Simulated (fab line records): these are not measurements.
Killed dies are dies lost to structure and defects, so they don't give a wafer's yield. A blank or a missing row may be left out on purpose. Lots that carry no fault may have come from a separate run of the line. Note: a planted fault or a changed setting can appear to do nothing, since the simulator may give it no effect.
Split-lot trial :: flow n5Finfet :: 21 wafers read across 7 lots, on a route 1938 steps long

## SPLIT DETAILS
At N5_BEOL_M10_COAT_59 (time 60 s, resist thk 100 nm), the setting spinRpm was moved away from the recipe's 1500 rpm on 6 of the 21 wafers read, by -10.5% to +9.5%. This setting was run at the recipe's value on the other wafers.

## FROM THE SPLIT TO THE READING: what the file shows between them, 7 steps
- N5_BEOL_M10_COAT_60: time 60 s, resist thk 30 nm
- N5_BEOL_M10_COAT_05: resist thk 90 nm
- N5_BEOL_M10_DESCUM_16: chemistry O2, time 7.9 s
- N5_BEOL_M10_ETCH_61: etches SiARC in CF4, target depth 39 nm, time 65 s
- N5_BEOL_M10_ETCH_62: etches SOC in N2/H2, target depth 110 nm, overetch 22 nm, time 165 s
- N5_BEOL_M10_STRIP_68: strips in N2/H2
- N5_BEOL_M10_STRIP_67: strips in CF4

## THE READING
SOC_of_BEOL_M10_COAT_59.thkNm (the simulator's own value, which no gauge read), in nm, at N5_BEOL_M10_HM_OPEN_17 (chemistry Cl2/BCl3, target TiN, target depth 20 nm, overetch 6 nm). The file does not state a usual value for it. Across the 15 wafers here that went through the recipe, the average is 92.3 nm and the standard deviation 0.27 nm.

wafer: L074.1
tool, chamber at the split: lithoTrack-05, 0
spinRpm as run, rpm: 1500
against the recipe: recipe
SOC_of_BEOL_M10_COAT_59.thkNm, nm: 91.8
against lot-mates on the recipe: -

wafer: L074.4
tool, chamber at the split: lithoTrack-05, 0
spinRpm as run, rpm: 1500
against the recipe: recipe
SOC_of_BEOL_M10_COAT_59.thkNm, nm: 92.2
against lot-mates on the recipe: -

wafer: L074.5
tool, chamber at the split: lithoTrack-05, 0
spinRpm as run, rpm: 1500
against the recipe: recipe
SOC_of_BEOL_M10_COAT_59.thkNm, nm: 92
against lot-mates on the recipe: -

wafer: L077.1
tool, chamber at the split: lithoTrack-05, 0
spinRpm as run, rpm: 1423
against the recipe: -5.1%
SOC_of_BEOL_M10_COAT_59.thkNm, nm: 95.2
against lot-mates on the recipe: +2.8

wafer: L077.3
tool, chamber at the split: lithoTrack-05, 0
spinRpm as run, rpm: 1500
against the recipe: recipe
SOC_of_BEOL_M10_COAT_59.thkNm, nm: 92.4
against lot-mates on the recipe: -

wafer: L077.5
tool, chamber at the split: lithoTrack-05, 0
spinRpm as run, rpm: 1500
against the recipe: recipe
SOC_of_BEOL_M10_COAT_59.thkNm, nm: 92.4
against lot-mates on the recipe: -

wafer: L079.2
tool, chamber at the split: lithoTrack-02, 0
spinRpm as run, rpm: 1500
against the recipe: recipe
SOC_of_BEOL_M10_COAT_59.thkNm, nm: 92.2
against lot-mates on the recipe: -

wafer: L079.4
tool, chamber at the split: lithoTrack-02, 0
spinRpm as run, rpm: 1500
against the recipe: recipe
SOC_of_BEOL_M10_COAT_59.thkNm, nm: 92.4
against lot-mates on the recipe: -

wafer: L079.6
tool, chamber at the split: lithoTrack-02, 0
spinRpm as run, rpm: 1500
against the recipe: recipe
SOC_of_BEOL_M10_COAT_59.thkNm, nm: 92.4
against lot-mates on the recipe: -

wafer: L080.2
tool, chamber at the split: lithoTrack-05, 0
spinRpm as run, rpm: 1500
against the recipe: recipe
SOC_of_BEOL_M10_COAT_59.thkNm, nm: 91.8
against lot-mates on the recipe: -

wafer: L080.4
tool, chamber at the split: lithoTrack-05, 0
spinRpm as run, rpm: 1597
against the recipe: +6.5%
SOC_of_BEOL_M10_COAT_59.thkNm, nm: 88.8
against lot-mates on the recipe: -3.0

wafer: L080.5
tool, chamber at the split: lithoTrack-05, 0
spinRpm as run, rpm: 1597
against the recipe: +6.5%
SOC_of_BEOL_M10_COAT_59.thkNm, nm: 88.8
against lot-mates on the recipe: -3.0

wafer: L083.1
tool, chamber at the split: lithoTrack-04, 0
spinRpm as run, rpm: 1500
against the recipe: recipe
SOC_of_BEOL_M10_COAT_59.thkNm, nm: 92.6
against lot-mates on the recipe: -

wafer: L083.6
tool, chamber at the split: lithoTrack-04, 0
spinRpm as run, rpm: 1500
against the recipe: recipe
SOC_of_BEOL_M10_COAT_59.thkNm, nm: 92.6
against lot-mates on the recipe: -

wafer: L083.4
tool, chamber at the split: lithoTrack-04, 0
spinRpm as run, rpm: 1500
against the recipe: recipe
SOC_of_BEOL_M10_COAT_59.thkNm, nm: 92.8
against lot-mates on the recipe: -

wafer: L094.1
tool, chamber at the split: lithoTrack-05, 0
spinRpm as run, rpm: 1500
against the recipe: recipe
SOC_of_BEOL_M10_COAT_59.thkNm, nm: 92.2
against lot-mates on the recipe: -

wafer: L094.6
tool, chamber at the split: lithoTrack-05, 0
spinRpm as run, rpm: 1500
against the recipe: recipe
SOC_of_BEOL_M10_COAT_59.thkNm, nm: 92.2
against lot-mates on the recipe: -

wafer: L094.3
tool, chamber at the split: lithoTrack-05, 0
spinRpm as run, rpm: 1343
against the recipe: -10.5%
SOC_of_BEOL_M10_COAT_59.thkNm, nm: 98.2
against lot-mates on the recipe: +6.0

wafer: L095.2
tool, chamber at the split: lithoTrack-04, 0
spinRpm as run, rpm: 1500
against the recipe: recipe
SOC_of_BEOL_M10_COAT_59.thkNm, nm: 92.2
against lot-mates on the recipe: -

wafer: L095.3
tool, chamber at the split: lithoTrack-04, 0
spinRpm as run, rpm: 1643
against the recipe: +9.5%
SOC_of_BEOL_M10_COAT_59.thkNm, nm: 88
against lot-mates on the recipe: -4.2

wafer: L095.5
tool, chamber at the split: lithoTrack-04, 0
spinRpm as run, rpm: 1643
against the recipe: +9.5%
SOC_of_BEOL_M10_COAT_59.thkNm, nm: 88.2
against lot-mates on the recipe: -4.0

FIT RESULTS
A straight line over all 21 wafers: SOC_of_BEOL_M10_COAT_59.thkNm changes by -0.506 nm for each +1% of spinRpm; r = -0.99; the points scatter about the line by 0.35 nm.
The same after taking each lot's own level away (the mean of its wafers on the recipe; 21 wafers): -0.489 nm for each +1%; r = -0.99; scatter 0.27 nm.
On that fit, the largest move of spinRpm shifts the reading by 5.1 nm.
Measured against the standard deviation above, the lots' own levels, which go from 91.80 to 92.67 nm, span 3.2 times it.
Consequently the slope shifts little with the lot-to-lot level, the two slopes agreeing.
Check: +4.79 nm against its lot-mates is what the line predicts for one of the wafers moved furthest among these (-10.5%) when that wafer is left out of the fit. It came out at +6 nm against them.

## OTHER SPLITS APPLIED TO THESE WAFERS
Other splits were also applied to these wafers ahead of the reading. Each is held against what the fit with the lots' levels taken away leaves over:
other split on the same wafers: N5_BEOL_M9_HM_DEP_02 targetThkA
wafers away from the commonest value: 14
r with SOC_of_BEOL_M10_COAT_59.thkNm (lot level and that fit taken away): +0.34

## THE WHOLE CHAIN: every reading that the file lists as answering this split, in the file's order
step: N5_BEOL_M10_COAT_59
what it does: time 60 s, resist thk 100 nm
reading: SOC_of_BEOL_M10_COAT_59.thkNm (the simulator's own value, which no gauge read)
change (the file's fit): -0.501 nm for each +1% of the setting
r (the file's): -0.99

step: N5_BEOL_M10_ETCH_62
what it does: etches SOC in N2/H2, target depth 110 nm, overetch 22 nm, time 165 s
reading: etch.depthNm (the simulator's own value, which no gauge read)
change (the file's fit): -0.5 nm for each +1% of the setting
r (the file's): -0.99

step: N5_BEOL_M10_HM_OPEN_17
what it does: chemistry Cl2/BCl3, target TiN, target depth 20 nm, overetch 6 nm
reading: SOC_of_BEOL_M10_COAT_59.thkNm (the simulator's own value, which no gauge read)
change (the file's fit): -0.505 nm for each +1% of the setting
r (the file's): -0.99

## FILE'S OWN FIT
SOC_of_BEOL_M10_COAT_59.thkNm changes by -0.505 nm for each +1% of spinRpm, r = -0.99.
